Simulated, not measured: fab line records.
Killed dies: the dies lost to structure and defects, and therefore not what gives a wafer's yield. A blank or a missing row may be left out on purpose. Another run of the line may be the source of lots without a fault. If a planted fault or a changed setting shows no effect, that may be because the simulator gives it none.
fab line records / flow nandHarc
record lots=6 wafers=18 lastDay=23
route steps=1159 shown P_ZERO_WELL@57 P_STI@69 END@1159
lots untouched by any fault: they come from a run of this same line in which no faults occurred
startH: hours from the record's opening day to when the first of the lot's shown wafers began / waitH: hours since the lot's step before / " same as the row above / L1.1+2: a single row standing in for several wafers / - value missing, or start not given / * or withheld: withheld / < > ~ a bound
route shown NAME@n: a module of which the file shows steps, and the number in the route of the first / usual: mean and standard deviation over wafers with no fault / same: alike in all rows / chamber/n: place in a boat / sites: each site's reading / _std_site: standard deviation of those values / _edge_site: mean of outer sites minus mean of inner sites / radiusMm: how far each site lies from the wafer's centre / mask NAME#n: copy n / behind: the tool/chamber that last shaped the wafer / hold: why the lot went on hold/how many hours it stayed there/how the hold came to an end / device: which transistor (n, p or np) failed to switch / end of line: the same wafers' tests at the end of the route / step lacking rows: just its recipe / killed: the dies lost at the first sort to structure and to defects; this is not the yield of the wafer / map: shows each die of a wafer: x if killed, . if not, _ if none is there
set.NAME: the setting the step ran with; set.NAME@STEP: the setting that earlier step ran with / model.NAME: the simulator's own value behind a step, which no gauge read
certain route steps with their lots: each step a table, each wafer a row
services: the hour from which a tool's chamber was out of use, counted from the record's first day as startH (under 0 if before that day), plus the number of hours and why
## steps
# step NHARC_P_ZERO_WELL_PEB_50
# recipe pebTempC=118 pebTimeS=85
# step NHARC_P_ZERO_WELL_DEVELOP_51
# recipe timeS=70
# step NHARC_P_ZERO_WELL_CD_MEAS_52
# recipe targetCdNm=2000 landingEnergyEv=500
# usual cdNm=2000.4/1.6
# same landingEnergyEv=500
lot.wafer=L438.1 tool=cdSem-02 chamber=0 startH=41.71 waitH=- cdNm=2000.0
lot.wafer=L438.3 tool=cdSem-02 chamber=0 startH=41.71 waitH=- cdNm=2000.1
lot.wafer=L438.4 tool=cdSem-02 chamber=0 startH=41.71 waitH=- cdNm=2000.0
lot.wafer=L440.1 tool=cdSem-03 chamber=0 startH=53.63 waitH=- cdNm=1999.8
lot.wafer=L440.4 tool=cdSem-03 chamber=0 startH=53.63 waitH=- cdNm=1998.1
lot.wafer=L440.6 tool=cdSem-03 chamber=0 startH=53.63 waitH=- cdNm=1997.1
lot.wafer=L445.3 tool=cdSem-02 chamber=0 startH=83.62 waitH=- cdNm=1996.8
lot.wafer=L445.4 tool=cdSem-02 chamber=0 startH=83.62 waitH=- cdNm=1997.7
lot.wafer=L445.6 tool=cdSem-02 chamber=0 startH=83.62 waitH=- cdNm=2000.2
lot.wafer=L448.1 tool=cdSem-03 chamber=0 startH=101.90 waitH=- cdNm=2001.9
lot.wafer=L448.2 tool=cdSem-03 chamber=0 startH=101.90 waitH=- cdNm=2002.1
lot.wafer=L448.5 tool=cdSem-03 chamber=0 startH=101.90 waitH=- cdNm=2002.3
lot.wafer=L449.1 tool=cdSem-03 chamber=0 startH=107.99 waitH=- cdNm=2001.5
lot.wafer=L449.2 tool=cdSem-03 chamber=0 startH=107.99 waitH=- cdNm=1999.3
lot.wafer=L449.3 tool=cdSem-03 chamber=0 startH=107.99 waitH=- cdNm=2000.5
lot.wafer=L450.3 tool=cdSem-03 chamber=0 startH=113.74 waitH=- cdNm=2000.5
lot.wafer=L450.4 tool=cdSem-03 chamber=0 startH=113.74 waitH=- cdNm=1997.9
lot.wafer=L450.5 tool=cdSem-03 chamber=0 startH=113.74 waitH=- cdNm=1999.7
# step NHARC_P_ZERO_WELL_HARDBAKE_53
# recipe tempC=125 timeS=80
# step NHARC_P_ZERO_WELL_DESCUM_54
# recipe timeS=3 o2FlowSccm=200 arFlowSccm=0 biasPowerW=0 chemistry=O2
# usual drypumpMotorCurrentA=5.6/0.3 oesProductAu=0.996/0.0099 rfVppV=58.2/0.89 showerheadPlenumPTorr=1.98/0.067 throttleValvePct=11.310/0.0079
lot.wafer=L438.1 tool=rieDiel-01 chamber=1 startH=41.87 waitH=- drypumpMotorCurrentA=5.8 oesProductAu=0.990 rfHoursCounterH=5 rfVppV=58.2 showerheadPlenumPTorr=2.02 throttleValvePct=11.309
lot.wafer=L438.3 tool=rieDiel-01 chamber=2 startH=41.87 waitH=- drypumpMotorCurrentA=5.8 oesProductAu=0.983 rfHoursCounterH=4 rfVppV=58.8 showerheadPlenumPTorr=2.01 throttleValvePct=11.297
lot.wafer=L438.4 tool=rieDiel-01 chamber=3 startH=41.87 waitH=- drypumpMotorCurrentA=5.1 oesProductAu=0.985 rfHoursCounterH=5 rfVppV=58.4 showerheadPlenumPTorr=2.02 throttleValvePct=11.305
lot.wafer=L440.4 tool=rieDiel-01 chamber=2 startH=53.79 waitH=- drypumpMotorCurrentA=5.8 oesProductAu=0.988 rfHoursCounterH=5 rfVppV=59.3 showerheadPlenumPTorr=2.01 throttleValvePct=11.313
lot.wafer=L440.1 tool=rieDiel-01 chamber=1 startH=53.79 waitH=- drypumpMotorCurrentA=5.8 oesProductAu=0.987 rfHoursCounterH=5 rfVppV=58.5 showerheadPlenumPTorr=2.02 throttleValvePct=11.315
lot.wafer=L440.6 tool=rieDiel-01 chamber=2 startH=53.79 waitH=- drypumpMotorCurrentA=5.8 oesProductAu=0.976 rfHoursCounterH=- rfVppV=57.7 showerheadPlenumPTorr=2.01 throttleValvePct=11.304
lot.wafer=L445.3 tool=rieDiel-01 chamber=2 startH=83.79 waitH=- drypumpMotorCurrentA=5.9 oesProductAu=0.981 rfHoursCounterH=7 rfVppV=58.7 showerheadPlenumPTorr=2.01 throttleValvePct=11.313
lot.wafer=L445.4 tool=rieDiel-01 chamber=3 startH=83.79 waitH=- drypumpMotorCurrentA=5.1 oesProductAu=0.998 rfHoursCounterH=7 rfVppV=59.2 showerheadPlenumPTorr=2.02 throttleValvePct=11.294
lot.wafer=L445.6 tool=rieDiel-01 chamber=1 startH=83.79 waitH=- drypumpMotorCurrentA=5.8 oesProductAu=0.995 rfHoursCounterH=- rfVppV=58.9 showerheadPlenumPTorr=2.02 throttleValvePct=11.310
lot.wafer=L448.1 tool=rieDiel-08 chamber=0 startH=102.07 waitH=- drypumpMotorCurrentA=5.6 oesProductAu=0.997 rfHoursCounterH=8 rfVppV=58.6 showerheadPlenumPTorr=2.06 throttleValvePct=11.302
lot.wafer=L448.2 tool=rieDiel-08 chamber=1 startH=102.07 waitH=- drypumpMotorCurrentA=5.5 oesProductAu=0.993 rfHoursCounterH=11 rfVppV=58.9 showerheadPlenumPTorr=1.92 throttleValvePct=11.319
lot.wafer=L448.5 tool=rieDiel-08 chamber=3 startH=102.07 waitH=- drypumpMotorCurrentA=6.1 oesProductAu=0.980 rfHoursCounterH=- rfVppV=57.9 showerheadPlenumPTorr=2.03 throttleValvePct=11.317
lot.wafer=L449.2 tool=rieDiel-04 chamber=0 startH=108.15 waitH=- drypumpMotorCurrentA=5.8 oesProductAu=1.008 rfHoursCounterH=13 rfVppV=58.0 showerheadPlenumPTorr=1.92 throttleValvePct=11.316
lot.wafer=L449.1 tool=rieDiel-04 chamber=2 startH=108.15 waitH=- drypumpMotorCurrentA=6.0 oesProductAu=0.996 rfHoursCounterH=16 rfVppV=57.8 showerheadPlenumPTorr=1.93 throttleValvePct=11.324
lot.wafer=L449.3 tool=rieDiel-04 chamber=3 startH=108.15 waitH=- drypumpMotorCurrentA=5.4 oesProductAu=1.009 rfHoursCounterH=16 rfVppV=55.8 showerheadPlenumPTorr=1.81 throttleValvePct=11.300
lot.wafer=L450.3 tool=rieDiel-01 chamber=2 startH=113.90 waitH=- drypumpMotorCurrentA=5.9 oesProductAu=0.983 rfHoursCounterH=8 rfVppV=59.0 showerheadPlenumPTorr=2.01 throttleValvePct=11.311
lot.wafer=L450.4 tool=rieDiel-01 chamber=3 startH=113.90 waitH=- drypumpMotorCurrentA=5.1 oesProductAu=1.002 rfHoursCounterH=8 rfVppV=57.3 showerheadPlenumPTorr=2.02 throttleValvePct=11.315
lot.wafer=L450.5 tool=rieDiel-01 chamber=3 startH=113.90 waitH=- drypumpMotorCurrentA=5.1 oesProductAu=0.981 rfHoursCounterH=- rfVppV=58.6 showerheadPlenumPTorr=2.02 throttleValvePct=11.312
# step NHARC_P_ZERO_WELL_IMPLANT_55
# recipe energyKev=180 doseCm2=8e+11 tiltDeg=7
# step NHARC_P_ZERO_WELL_IMPLANT_61
# recipe energyKev=30 doseCm2=5e+11 tiltDeg=7
# step NHARC_P_ZERO_WELL_STRIP_56
# recipe timeS=840 tempC=130 chemistry=SPM
# step NHARC_P_ZERO_WELL_PRECLEAN_68
# recipe timeS=60 tempC=50 bathAgeMin=0 chemistry=SC1
# step NHARC_P_ZERO_WELL_SRD_69
# step NHARC_P_ZERO_WELL_RTA_42
# recipe tempC=1100 timeS=300
# usual annealTempCMax=1108.1/1.7 lampPowerPct=40/3.7 wafer_temp_C_max=1105.1/1.3
lot.wafer=L438.1 tool=rtpAnneal-01 chamber=0 startH=42.93 waitH=- annealTempCMax=1106.7 lampPowerPct=43 wafer_temp_C_max=1105.7
lot.wafer=L438.3 tool=rtpAnneal-01 chamber=0 startH=42.93 waitH=- annealTempCMax=1107.1 lampPowerPct=43 wafer_temp_C_max=1103.9
lot.wafer=L438.4 tool=rtpAnneal-01 chamber=0 startH=42.93 waitH=- annealTempCMax=1106.6 lampPowerPct=43 wafer_temp_C_max=1105.9
lot.wafer=L440.1 tool=rtpAnneal-02 chamber=0 startH=55.69 waitH=- annealTempCMax=1108.3 lampPowerPct=35 wafer_temp_C_max=1102.5
lot.wafer=L440.4 tool=rtpAnneal-02 chamber=0 startH=55.69 waitH=- annealTempCMax=1108.7 lampPowerPct=35 wafer_temp_C_max=1103.9
lot.wafer=L440.6 tool=rtpAnneal-02 chamber=0 startH=55.69 waitH=- annealTempCMax=1110.7 lampPowerPct=35 wafer_temp_C_max=1105.2
lot.wafer=L445.3 tool=rtpAnneal-02 chamber=0 startH=84.98 waitH=- annealTempCMax=1107.4 lampPowerPct=35 wafer_temp_C_max=1104.7
lot.wafer=L445.4 tool=rtpAnneal-02 chamber=0 startH=84.98 waitH=- annealTempCMax=1113.9 lampPowerPct=35 wafer_temp_C_max=1103.8
lot.wafer=L445.6 tool=rtpAnneal-02 chamber=0 startH=84.98 waitH=- annealTempCMax=1109.1 lampPowerPct=35 wafer_temp_C_max=1105.5
lot.wafer=L448.1 tool=rtpAnneal-01 chamber=0 startH=103.04 waitH=- annealTempCMax=1109.2 lampPowerPct=43 wafer_temp_C_max=1105.8
lot.wafer=L448.2 tool=rtpAnneal-01 chamber=0 startH=103.04 waitH=- annealTempCMax=1105.6 lampPowerPct=43 wafer_temp_C_max=1106.1
lot.wafer=L448.5 tool=rtpAnneal-01 chamber=0 startH=103.04 waitH=- annealTempCMax=1108.3 lampPowerPct=43 wafer_temp_C_max=1106.1
lot.wafer=L449.1 tool=rtpAnneal-01 chamber=0 startH=109.13 waitH=- annealTempCMax=1106.5 lampPowerPct=43 wafer_temp_C_max=1105.1
lot.wafer=L449.2 tool=rtpAnneal-01 chamber=0 startH=109.13 waitH=- annealTempCMax=1106.2 lampPowerPct=43 wafer_temp_C_max=1106.5
lot.wafer=L449.3 tool=rtpAnneal-01 chamber=0 startH=109.13 waitH=- annealTempCMax=1109.3 lampPowerPct=43 wafer_temp_C_max=1104.5
lot.wafer=L450.3 tool=rtpAnneal-01 chamber=0 startH=115.09 waitH=- annealTempCMax=1110.7 lampPowerPct=43 wafer_temp_C_max=1106.6
lot.wafer=L450.4 tool=rtpAnneal-01 chamber=0 startH=115.09 waitH=- annealTempCMax=1108.0 lampPowerPct=43 wafer_temp_C_max=1104.9
lot.wafer=L450.5 tool=rtpAnneal-01 chamber=0 startH=115.09 waitH=- annealTempCMax=1109.6 lampPowerPct=43 wafer_temp_C_max=1104.8
# step NHARC_P_ZERO_WELL_INSPECT_43
# usual rawDefectCount=15/8.6
lot.wafer=L438.1 tool=defectInspect-02 chamber=- startH=43.63 waitH=0.6 rawDefectCount=11
lot.wafer=L438.3 tool=defectInspect-02 chamber=- startH=43.63 waitH=0.6 rawDefectCount=19
lot.wafer=L438.4 tool=defectInspect-02 chamber=- startH=43.63 waitH=0.6 rawDefectCount=13
lot.wafer=L440.1 tool=defectInspect-02 chamber=- startH=56.38 waitH=0.6 rawDefectCount=16
lot.wafer=L440.4 tool=defectInspect-02 chamber=- startH=56.38 waitH=0.6 rawDefectCount=26
lot.wafer=L440.6 tool=defectInspect-02 chamber=- startH=56.38 waitH=0.6 rawDefectCount=21
lot.wafer=L445.3 tool=defectInspect-01 chamber=- startH=85.44 waitH=0.4 rawDefectCount=19
lot.wafer=L445.4 tool=defectInspect-01 chamber=- startH=85.44 waitH=0.4 rawDefectCount=21
lot.wafer=L445.6 tool=defectInspect-01 chamber=- startH=85.44 waitH=0.4 rawDefectCount=6
lot.wafer=L448.1 tool=defectInspect-02 chamber=- startH=103.72 waitH=0.6 rawDefectCount=8
lot.wafer=L448.2 tool=defectInspect-02 chamber=- startH=103.72 waitH=0.6 rawDefectCount=6
lot.wafer=L448.5 tool=defectInspect-02 chamber=- startH=103.72 waitH=0.6 rawDefectCount=5
lot.wafer=L449.1 tool=defectInspect-02 chamber=- startH=109.82 waitH=0.6 rawDefectCount=4
lot.wafer=L449.2 tool=defectInspect-02 chamber=- startH=109.82 waitH=0.6 rawDefectCount=15
lot.wafer=L449.3 tool=defectInspect-02 chamber=- startH=109.82 waitH=0.6 rawDefectCount=8
lot.wafer=L450.3 tool=defectInspect-01 chamber=- startH=115.55 waitH=0.4 rawDefectCount=8
lot.wafer=L450.4 tool=defectInspect-01 chamber=- startH=115.55 waitH=0.4 rawDefectCount=19
lot.wafer=L450.5 tool=defectInspect-01 chamber=- startH=115.55 waitH=0.4 rawDefectCount=11
# step NHARC_P_STI_ETCH_26
# recipe targetDepthA=110 chemistry=dHF material=SiO2
lot.wafer=L438.1+4+3 tool=wetBench-03 chamber=0,4,5 startH=43.68 waitH=0.1
lot.wafer=L440.4+6+1 tool=wetBench-09 chamber=3,4,5 startH=56.45 waitH=0.1
lot.wafer=L445.4+6+3 tool=wetBench-03 chamber=2,3,6 startH=85.49 waitH=0.0
lot.wafer=L448.2+1+5 tool=wetBench-03 chamber=3,6,7 startH=103.79 waitH=0.1
lot.wafer=L449.2+1+3 tool=wetBench-05 chamber=7,1,2 startH=109.88 waitH=0.1
lot.wafer=L450.3+4+5 tool=wetBench-03 chamber=5,1,2 startH=115.60 waitH=0.0
# step NHARC_P_STI_PRECLEAN_27
# recipe timeS=* tempC=50 bathAgeMin=0 chemistry=SC1
# step NHARC_P_STI_SRD_28
# step NHARC_P_STI_OXIDE_29
# recipe targetThkA=100 tempC=900 oxTimeS=1362 material=SiO2
# step NHARC_P_STI_HM_DEP_30
# recipe targetThkA=800 tempC=790 pressureMtorr=300 timeS=873 material=Si3N4
# step NHARC_P_STI_DEHYDRATE_01
# recipe tempC=150 timeS=120
# step NHARC_P_STI_HMDS_02
# recipe timeS=30
# step NHARC_P_STI_COAT_41
# recipe tempC=200 timeS=65
# step NHARC_P_STI_COAT_03
# recipe spinRpm=2000 resistThkNm=600
# step NHARC_P_STI_SOFTBAKE_04
# recipe tempC=125 timeS=70
# step NHARC_P_STI_EBR_05
# step NHARC_P_STI_EXPOSE_06
# recipe na=0.55 targetCdNm=200 doseMj=37.69 maskId=P_STI
# step NHARC_P_STI_PEB_07
# recipe pebTempC=128 pebTimeS=80
# step NHARC_P_STI_DEVELOP_08
# recipe timeS=50 devTempC=22
# step NHARC_P_STI_CD_MEAS_09
# recipe targetCdNm=200 landingEnergyEv=500
# usual cdNm=201.0/2.1
# same landingEnergyEv=500
lot.wafer=L438.1 tool=cdSem-01 chamber=0 startH=58.97 waitH=- cdNm=199.2
lot.wafer=L438.3 tool=cdSem-01 chamber=0 startH=58.97 waitH=- cdNm=201.9
lot.wafer=L438.4 tool=cdSem-01 chamber=0 startH=58.97 waitH=- cdNm=201.7
lot.wafer=L440.1 tool=cdSem-02 chamber=0 startH=71.73 waitH=- cdNm=198.5
lot.wafer=L440.4 tool=cdSem-02 chamber=0 startH=71.73 waitH=- cdNm=197.4
lot.wafer=L440.6 tool=cdSem-02 chamber=0 startH=71.73 waitH=- cdNm=200.8
lot.wafer=L445.3 tool=cdSem-03 chamber=0 startH=103.51 waitH=- cdNm=202.7
lot.wafer=L445.4 tool=cdSem-03 chamber=0 startH=103.51 waitH=- cdNm=202.0
lot.wafer=L445.6 tool=cdSem-03 chamber=0 startH=103.51 waitH=- cdNm=202.0
lot.wafer=L448.1 tool=cdSem-01 chamber=0 startH=120.84 waitH=- cdNm=202.8
lot.wafer=L448.2 tool=cdSem-01 chamber=0 startH=120.84 waitH=- cdNm=198.7
lot.wafer=L448.5 tool=cdSem-01 chamber=0 startH=120.84 waitH=- cdNm=202.7
lot.wafer=L449.1 tool=cdSem-03 chamber=0 startH=125.17 waitH=- cdNm=203.0
lot.wafer=L449.2 tool=cdSem-03 chamber=0 startH=125.17 waitH=- cdNm=203.9
lot.wafer=L449.3 tool=cdSem-03 chamber=0 startH=125.17 waitH=- cdNm=201.2
lot.wafer=L450.3 tool=cdSem-02 chamber=0 startH=130.98 waitH=- cdNm=199.5
lot.wafer=L450.4 tool=cdSem-02 chamber=0 startH=130.98 waitH=- cdNm=204.1
lot.wafer=L450.5 tool=cdSem-02 chamber=0 startH=130.98 waitH=- cdNm=204.4
# step NHARC_P_STI_OVL_MEAS_10
# usual overlayXNm=-1/6.2 overlayYNm=0/6.5
lot.wafer=L438.1 tool=overlay-02 chamber=- startH=59.05 waitH=- overlayXNm=0 overlayYNm=-8
lot.wafer=L438.3 tool=overlay-02 chamber=- startH=59.05 waitH=- overlayXNm=1 overlayYNm=-8
lot.wafer=L438.4 tool=overlay-02 chamber=- startH=59.05 waitH=- overlayXNm=0 overlayYNm=-8
lot.wafer=L440.1 tool=overlay-01 chamber=- startH=71.82 waitH=- overlayXNm=-3 overlayYNm=7
lot.wafer=L440.4 tool=overlay-01 chamber=- startH=71.82 waitH=- overlayXNm=-3 overlayYNm=6
lot.wafer=L440.6 tool=overlay-01 chamber=- startH=71.82 waitH=- overlayXNm=-3 overlayYNm=7
lot.wafer=L445.3 tool=overlay-01 chamber=- startH=103.59 waitH=- overlayXNm=-10 overlayYNm=0
lot.wafer=L445.4 tool=overlay-01 chamber=- startH=103.59 waitH=- overlayXNm=-10 overlayYNm=0
lot.wafer=L445.6 tool=overlay-01 chamber=- startH=103.59 waitH=- overlayXNm=-10 overlayYNm=0
lot.wafer=L448.1 tool=overlay-02 chamber=- startH=120.93 waitH=- overlayXNm=8 overlayYNm=3
lot.wafer=L448.2 tool=overlay-02 chamber=- startH=120.93 waitH=- overlayXNm=8 overlayYNm=4
lot.wafer=L448.5 tool=overlay-02 chamber=- startH=120.93 waitH=- overlayXNm=9 overlayYNm=4
lot.wafer=L449.1 tool=overlay-02 chamber=- startH=125.26 waitH=- overlayXNm=-3 overlayYNm=-5
lot.wafer=L449.2 tool=overlay-02 chamber=- startH=125.26 waitH=- overlayXNm=-3 overlayYNm=-4
lot.wafer=L449.3 tool=overlay-02 chamber=- startH=125.26 waitH=- overlayXNm=-3 overlayYNm=-5
lot.wafer=L450.3 tool=overlay-01 chamber=- startH=131.06 waitH=- overlayXNm=3 overlayYNm=-7
lot.wafer=L450.4 tool=overlay-01 chamber=- startH=131.06 waitH=- overlayXNm=3 overlayYNm=-7
lot.wafer=L450.5 tool=overlay-01 chamber=- startH=131.06 waitH=- overlayXNm=3 overlayYNm=-8
# step NHARC_P_STI_INSPECT_11
# usual rawDefectCount=5.6/2.6
lot.wafer=L438.1 tool=defectInspect-01 chamber=- startH=59.09 waitH=0.0 rawDefectCount=6
lot.wafer=L438.3 tool=defectInspect-01 chamber=- startH=59.09 waitH=0.0 rawDefectCount=6
lot.wafer=L438.4 tool=defectInspect-01 chamber=- startH=59.09 waitH=0.0 rawDefectCount=4
lot.wafer=L440.1 tool=defectInspect-02 chamber=- startH=71.85 waitH=0.0 rawDefectCount=5
lot.wafer=L440.4 tool=defectInspect-02 chamber=- startH=71.85 waitH=0.0 rawDefectCount=7
lot.wafer=L440.6 tool=defectInspect-02 chamber=- startH=71.85 waitH=0.0 rawDefectCount=7
lot.wafer=L445.3 tool=defectInspect-02 chamber=- startH=103.63 waitH=0.0 rawDefectCount=4
lot.wafer=L445.4 tool=defectInspect-02 chamber=- startH=103.63 waitH=0.0 rawDefectCount=5
lot.wafer=L445.6 tool=defectInspect-02 chamber=- startH=103.63 waitH=0.0 rawDefectCount=5
lot.wafer=L448.1 tool=defectInspect-02 chamber=- startH=120.96 waitH=0.0 rawDefectCount=1159
lot.wafer=L448.2 tool=defectInspect-02 chamber=- startH=120.96 waitH=0.0 rawDefectCount=1139
lot.wafer=L448.5 tool=defectInspect-02 chamber=- startH=120.96 waitH=0.0 rawDefectCount=1156
lot.wafer=L449.1 tool=defectInspect-02 chamber=- startH=125.30 waitH=0.0 rawDefectCount=12
lot.wafer=L449.2 tool=defectInspect-02 chamber=- startH=125.30 waitH=0.0 rawDefectCount=7
lot.wafer=L449.3 tool=defectInspect-02 chamber=- startH=125.30 waitH=0.0 rawDefectCount=7
lot.wafer=L450.3 tool=defectInspect-02 chamber=- startH=131.10 waitH=0.0 rawDefectCount=1181
lot.wafer=L450.4 tool=defectInspect-02 chamber=- startH=131.10 waitH=0.0 rawDefectCount=1181
lot.wafer=L450.5 tool=defectInspect-02 chamber=- startH=131.10 waitH=0.0 rawDefectCount=1184
# step NHARC_P_STI_HARDBAKE_13
# recipe tempC=118 timeS=65
# step NHARC_END_SORT_01
# recipe tempC=25
# usual killedAtArray=25/9.5 killedAtOther=0.8/1.2 killedAtPeriphery=3.4/2.2 killedDies=29/10 killedOpen=3.3/1.8 killedShort=2.1/1.4
# same grossDies=677
lot.wafer=L448.1 tool=prober-01 chamber=0 startH=545.62 waitH=2.4 killedAtArray=21 killedAtOther=0 killedAtPeriphery=105 killedDies=126 killedOpen=2 killedShort=2
lot.wafer=L448.2 tool=prober-01 chamber=0 startH=546.43 waitH=2.8 killedAtArray=26 killedAtOther=2 killedAtPeriphery=98 killedDies=126 killedOpen=5 killedShort=1
lot.wafer=L448.5 tool=prober-01 chamber=0 startH=548.85 waitH=3.7 killedAtArray=21 killedAtOther=3 killedAtPeriphery=110 killedDies=134 killedOpen=2 killedShort=4
lot.wafer=L450.3 tool=prober-02 chamber=0 startH=550.85 waitH=3.1 killedAtArray=22 killedAtOther=0 killedAtPeriphery=52 killedDies=74 killedOpen=1 killedShort=2
lot.wafer=L450.4 tool=prober-02 chamber=0 startH=551.64 waitH=3.4 killedAtArray=44 killedAtOther=2 killedAtPeriphery=114 killedDies=160 killedOpen=3 killedShort=4
lot.wafer=L450.5 tool=prober-02 chamber=0 startH=552.43 waitH=3.7 killedAtArray=41 killedAtOther=1 killedAtPeriphery=105 killedDies=147 killedOpen=5 killedShort=1
lot.wafer=L449.1 tool=prober-01 chamber=0 startH=553.50 waitH=2.5 killedAtArray=8 killedAtOther=0 killedAtPeriphery=3 killedDies=11 killedOpen=2 killedShort=2
lot.wafer=L449.3 tool=prober-01 chamber=0 startH=555.08 waitH=3.1 killedAtArray=20 killedAtOther=2 killedAtPeriphery=2 killedDies=24 killedOpen=3 killedShort=6
# killed by level:class
L448.1 P_STI:unspecified=102 A_CHANNEL_HOLE_D1:chamberFilmFlake=13 A_WL_FILL:chamberFilmFlake=2 P_GATE:chamberFilmFlake=2 A_STAIRCASE:chamberFilmFlake=2 P_GATE:geometricParticle:open=1 A_SOURCE_PLATE:geometricParticle:short=1 A_CHANNEL_HOLE_D1:geometricParticle:open=1
L448.2 P_STI:unspecified=96 A_CHANNEL_HOLE_D1:chamberFilmFlake=18 A_CONTACT:geometricParticle:open=2 A_M0:geometricParticle:open=2 A_CONTACT:chamberFilmFlake=2 THIN_TSV:chamberFilmFlake=2 P_M1:geometricParticle:open=1 A_CONTACT:geometricParticle:short=1
L448.5 P_STI:unspecified=108 A_CHANNEL_HOLE_D1:chamberFilmFlake=11 A_ZERO_WELL:chamberFilmFlake=3 THIN_TSV:chamberFilmFlake=3 P_CONTACT:geometricParticle:open=1 A_CHANNEL_FILL_D1:geometricParticle:short=1 A_SGD_CUT:geometricParticle:short=1 A_SLIT:geometricParticle:short=1
L450.3 P_STI:unspecified=48 A_SLIT:chamberFilmFlake=13 A_CHANNEL_HOLE_D1:chamberFilmFlake=4 A_CONTACT:chamberFilmFlake=3 P_GATE:chamberFilmFlake=2 P_CONTACT:geometricParticle:open=1 A_CHANNEL_FILL_D1:geometricParticle:short=1 A_WL_FILL:geometricParticle:short=1
L450.4 P_STI:unspecified=110 A_CHANNEL_HOLE_D1:chamberFilmFlake=23 A_SLIT:chamberFilmFlake=7 A_CONTACT:chamberFilmFlake=5 A_ONON_D1:geometricParticle:short=2 P_M2:chamberFilmFlake=2 A_WL_FILL:chamberFilmFlake=2 THIN_TSV:chamberFilmFlake=2
L450.5 P_STI:unspecified=102 A_CHANNEL_HOLE_D1:chamberFilmFlake=22 A_SLIT:chamberFilmFlake=8 A_CONTACT:chamberFilmFlake=4 P_GATE:chamberFilmFlake=2 A_ONON_D1:geometricParticle:open=1 A_CHANNEL_FILL_D1:geometricParticle:short=1 A_CHANNEL_FILL_D1:geometricParticle:open=1
L449.1 A_STAIRCASE:chamberFilmFlake=2 A_CONTACT:chamberFilmFlake=2 P_CONTACT:geometricParticle:short=1 P_M0:geometricParticle:open=1 A_CONTACT:geometricParticle:open=1 A_M1:geometricParticle:short=1 P_GATE:chamberFilmFlake=1 A_CHANNEL_HOLE_D1:chamberFilmFlake=1
L449.3 A_CHANNEL_HOLE_D1:chamberFilmFlake=4 A_STAIRCASE:chamberFilmFlake=4 A_CHANNEL_FILL_D1:geometricParticle:short=3 A_WL_FILL:chamberFilmFlake=2 THIN_TSV:chamberFilmFlake=2 P_CONTACT:geometricParticle:short=1 A_ONON_D1:geometricParticle:open=1 A_WL_FILL:geometricParticle:short=1
# map L448.5 (x killed, . not)
____________.____________
_________.xxxxxx_________
_______.x.xxxxxx.._______
______...xxxxxxxx..______
_____..xxxxxxxxxxx.._____
____....xxxxxxxxxxx..____
____..x.xxxxxxxxxxx..____
___.....xxxxxxxxx.x...___
___...xxxxxxxxxxx.....___
__..xxx.xxxxxxxxx......__
__....x.xxxxxxxx.......__
_.....xx.xxxxxxx........_
_.........xxxxx.x......._
_........xxxxxx........._
_.....x....xx..x........_
_............x.........._
.x.......................
.........................
.........................
.........................
.........................
_x...............x......_
_.xx...................._
_......................._
_......................._
_..x....x..............._
__.x..................x__
__....x................__
___...................___
___...................___
____.................____
____................x____
_____..............._____
______.............______
_______..........._______
_________......._________
____________.____________
# map L450.4 (x killed, . not)
____________x____________
_________..xxxx._________
_______.......x..._______
______.............______
_____..............._____
____......x..........____
____.................____
___......x......x.....___
___...................___
__.x.........x.........__
__x...x.....xxx.x......__
_............xx.x......._
_...........xxxxxx......_
_...........xxxxxx......_
_....x....xxxxxxxxx....._
_.x.x....xxxxxxxxxx....._
..xxxx....xxxxxxxxxx.....
.x..x.....xxxxxxxxxxx....
xxxxx.....xxxxxxxxxx.....
..xxxx....xxxxxxxxxx.....
...xx.....xxxxxxxxxx.....
_.x.x.....xxxxxxxxx....._
_x.x........xxxxxx.x...._
_.x........xxx.x........_
_............x.x........_
_........x......x......._
__.....................__
__.....................__
___...................___
___...................___
____.x...............____
____.....xx..........____
_____.......x......x_____
______x....x.......______
_______...x......._______
_________x......_________
____________.____________
## services
tool=rieDiel-01 chamber=0 startH=18.80 hours=- kind=clean
tool=rieDiel-01 chamber=1 startH=18.80 hours=- kind=clean
tool=rieDiel-01 chamber=2 startH=18.80 hours=- kind=clean
tool=rieDiel-01 chamber=3 startH=18.80 hours=- kind=clean
tool=wetBench-05 chamber=- startH=20.80 hours=8.0 kind=pm
tool=wetBench-05 chamber=0 startH=28.80 hours=- kind=consumableReplace:bath
tool=rieDiel-04 chamber=3 startH=29.25 hours=2.6 kind=repair
tool=rieDiel-04 chamber=0 startH=33.17 hours=12.5 kind=repair
tool=rieDiel-08 chamber=0 startH=37.74 hours=15.8 kind=repair
tool=rieDiel-01 chamber=0 startH=43.30 hours=- kind=clean
tool=rieDiel-01 chamber=1 startH=43.30 hours=- kind=clean
tool=rieDiel-01 chamber=2 startH=43.30 hours=- kind=clean
tool=rieDiel-01 chamber=3 startH=43.30 hours=- kind=clean
tool=wetBench-05 chamber=- startH=58.30 hours=2.1 kind=repair
tool=rieDiel-01 chamber=0 startH=67.80 hours=- kind=clean
tool=rieDiel-01 chamber=1 startH=67.80 hours=- kind=clean
tool=rieDiel-01 chamber=2 startH=67.80 hours=- kind=clean
tool=rieDiel-01 chamber=3 startH=67.80 hours=- kind=clean
tool=rieDiel-01 chamber=0 startH=92.30 hours=- kind=clean
tool=rieDiel-01 chamber=1 startH=92.30 hours=- kind=clean
tool=rieDiel-01 chamber=2 startH=92.30 hours=- kind=clean
tool=rieDiel-01 chamber=3 startH=92.30 hours=- kind=clean
tool=rieDiel-04 chamber=- startH=111.90 hours=9.0 kind=pm
tool=wetBench-09 chamber=- startH=112.80 hours=8.0 kind=pm
## key
firstSign step=NHARC_P_STI_INSPECT_11 reading=rawDefectCount direction=up sigmas=99+ usual=5.6 struck=1166.7
effect step=NHARC_END_SORT_01 reading=killedAtPeriphery direction=up sigmas=43 usual=3.4 struck=97.3
moreKillsBornAt NHARC_P_STI_ETCH_26@wetBench-03=566
metAt NHARC_P_STI_ETCH_26
struckWafers L448.1,L448.2,L448.5,L450.3,L450.4,L450.5
testerLeftOut L448,L450
onsetBetween 85.49 103.79
fault kind=chamberParticleSource tool=wetBench-03 chamber=- onsetH=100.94 steps=NHARC_P_STI_ETCH_26 ratePerVisitCm2=1.8074 endH=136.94
# testerLeftOut: of these lots the tester's yield and bins aren't shown, on N5 and GAA mostly nor the transistor test; their killed dies are dies lost to structure and defects alone, not to doping, threshold or leakage, so they don't give the yield
